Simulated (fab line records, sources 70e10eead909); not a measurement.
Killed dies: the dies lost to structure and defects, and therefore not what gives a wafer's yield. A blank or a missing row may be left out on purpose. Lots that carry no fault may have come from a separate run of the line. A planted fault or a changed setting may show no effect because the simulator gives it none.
Which tool is to blame? || flow nandHarc || Sampling: 12 lots, 36 wafers, 3 of 1302 route steps

## WHAT EACH GAUGE READ, for each wafer
NHARC_A_ONON_D2_THK_MEAS_21: measures by ellipsometry.
{"lot": "L075", "measured": "day 12 21:11", "on": "filmMetro-01", "thkNm (nm)": "1019 1023 1021"}
{"lot": "L077", "measured": "day 13 18:52", "on": "filmMetro-01", "thkNm (nm)": "1000 999 999"}
{"lot": "L079", "measured": "day 14 23:37", "on": "filmMetro-01", "thkNm (nm)": "994 994 994"}
{"lot": "L081", "measured": "day 15 23:56", "on": "filmMetro-01", "thkNm (nm)": "1018 1017 1020"}
{"lot": "L083", "measured": "day 17 04:24", "on": "filmMetro-02", "thkNm (nm)": "1011 1012 1010"}
{"lot": "L086", "measured": "day 17 15:41", "on": "filmMetro-01", "thkNm (nm)": "996 996 995"}
{"lot": "L089", "measured": "day 18 22:27", "on": "filmMetro-01", "thkNm (nm)": "980 980 982"}
{"lot": "L088", "measured": "day 19 08:10", "on": "filmMetro-01", "thkNm (nm)": "1000 1000 1002"}
{"lot": "L090", "measured": "day 20 02:13", "on": "filmMetro-01", "thkNm (nm)": "1004 1004 1005"}
{"lot": "L093", "measured": "day 20 08:19", "on": "filmMetro-02", "thkNm (nm)": "1023 1019 1020"}
{"lot": "L095", "measured": "day 21 18:05", "on": "filmMetro-01", "thkNm (nm)": "1000 1000 999"}
{"lot": "L097", "measured": "day 22 00:47", "on": "filmMetro-01", "thkNm (nm)": "979 979 979"}

## TOOL THAT RAN EACH LOT (tool first, then ch and the chambers of the sampled wafers, then the start)
{"lot": "L075", "NHARC_A_CHANNEL_HOLE_D1_ETCH_44": "rieDiel-11 ch 1,2, day 9 01:47", "NHARC_A_CHANNEL_FILL_D1_STRIP_29": "rieDiel-04 ch 0,1,3, day 12 21:11 or earlier"}
{"lot": "L077", "NHARC_A_CHANNEL_HOLE_D1_ETCH_44": "rieDiel-11 ch 0,3, day 9 19:55", "NHARC_A_CHANNEL_FILL_D1_STRIP_29": "rieDiel-04 ch 0,3, day 13 18:52 or earlier"}
{"lot": "L079", "NHARC_A_CHANNEL_HOLE_D1_ETCH_44": "rieDiel-09 ch 0,3, day 10 17:44", "NHARC_A_CHANNEL_FILL_D1_STRIP_29": "rieDiel-03 ch 0,1,2, day 14 23:37 or earlier"}
{"lot": "L081", "NHARC_A_CHANNEL_HOLE_D1_ETCH_44": "rieDiel-13 ch 1,2, day 11 21:59", "NHARC_A_CHANNEL_FILL_D1_STRIP_29": "rieDiel-01 ch 0,1,2, day 15 23:56 or earlier"}
{"lot": "L083", "NHARC_A_CHANNEL_HOLE_D1_ETCH_44": "rieDiel-11 ch 0,1,2, day 12 23:14", "NHARC_A_CHANNEL_FILL_D1_STRIP_29": "rieDiel-01 ch 0,2,3, day 17 04:24 or earlier"}
{"lot": "L086", "NHARC_A_CHANNEL_HOLE_D1_ETCH_44": "rieDiel-11 ch 1,2, day 13 12:32", "NHARC_A_CHANNEL_FILL_D1_STRIP_29": "rieDiel-01 ch 1,2, day 17 15:41 or earlier"}
{"lot": "L089", "NHARC_A_CHANNEL_HOLE_D1_ETCH_44": "rieDiel-11 ch 1,2,3, day 14 19:28", "NHARC_A_CHANNEL_FILL_D1_STRIP_29": "rieDiel-03 ch 0,1, day 18 22:27 or earlier"}
{"lot": "L088", "NHARC_A_CHANNEL_HOLE_D1_ETCH_44": "rieDiel-11 ch 1,2, day 14 23:37", "NHARC_A_CHANNEL_FILL_D1_STRIP_29": "rieDiel-04 ch 0,2, day 19 08:10 or earlier"}
{"lot": "L090", "NHARC_A_CHANNEL_HOLE_D1_ETCH_44": "rieDiel-11 ch 1,2,3, day 15 23:05", "NHARC_A_CHANNEL_FILL_D1_STRIP_29": "rieDiel-04 ch 0,2,3, day 20 02:13 or earlier"}
{"lot": "L093", "NHARC_A_CHANNEL_HOLE_D1_ETCH_44": "rieDiel-13 ch 0,2,3, day 16 09:56", "NHARC_A_CHANNEL_FILL_D1_STRIP_29": "rieDiel-01 ch 0,1,3, day 20 08:19 or earlier"}
{"lot": "L095", "NHARC_A_CHANNEL_HOLE_D1_ETCH_44": "rieDiel-11 ch 0,3, day 17 15:53", "NHARC_A_CHANNEL_FILL_D1_STRIP_29": "rieDiel-01 ch 0,2,3, day 21 18:05 or earlier"}
{"lot": "L097", "NHARC_A_CHANNEL_HOLE_D1_ETCH_44": "rieDiel-11 ch 0,2,3, day 18 00:39", "NHARC_A_CHANNEL_FILL_D1_STRIP_29": "rieDiel-04 ch 1,2, day 22 00:47 or earlier"}
- NHARC_A_CHANNEL_HOLE_D1_ETCH_44: etches the open film in CF4/O2, target depth 140 nm, overetch 14 nm, time 77 s.
- NHARC_A_CHANNEL_FILL_D1_STRIP_29: strips in O2, time 20 s.

## THE ANSWER, worked out from the rows above alone
Rule: what is usual is taken from the lots themselves. Put in order of their means at a reading, lots are off if they are a third of the lots or fewer, leave a main group of 4 or more, and stand apart from it by a gap of 3 or more times the standard deviation of the main group's means; of several such gaps the widest counts. A main group whose means are all the same, to the digits that the tables above print for the reading, isn't used. Also off: a lot with no number at a reading for which 4 or more lots have one. All remaining lots with rows at the step are treated as sound.
No lot is off on any of the readings shown, so nothing can be concluded from this.

## WHAT THE SIMULATOR PUT IN
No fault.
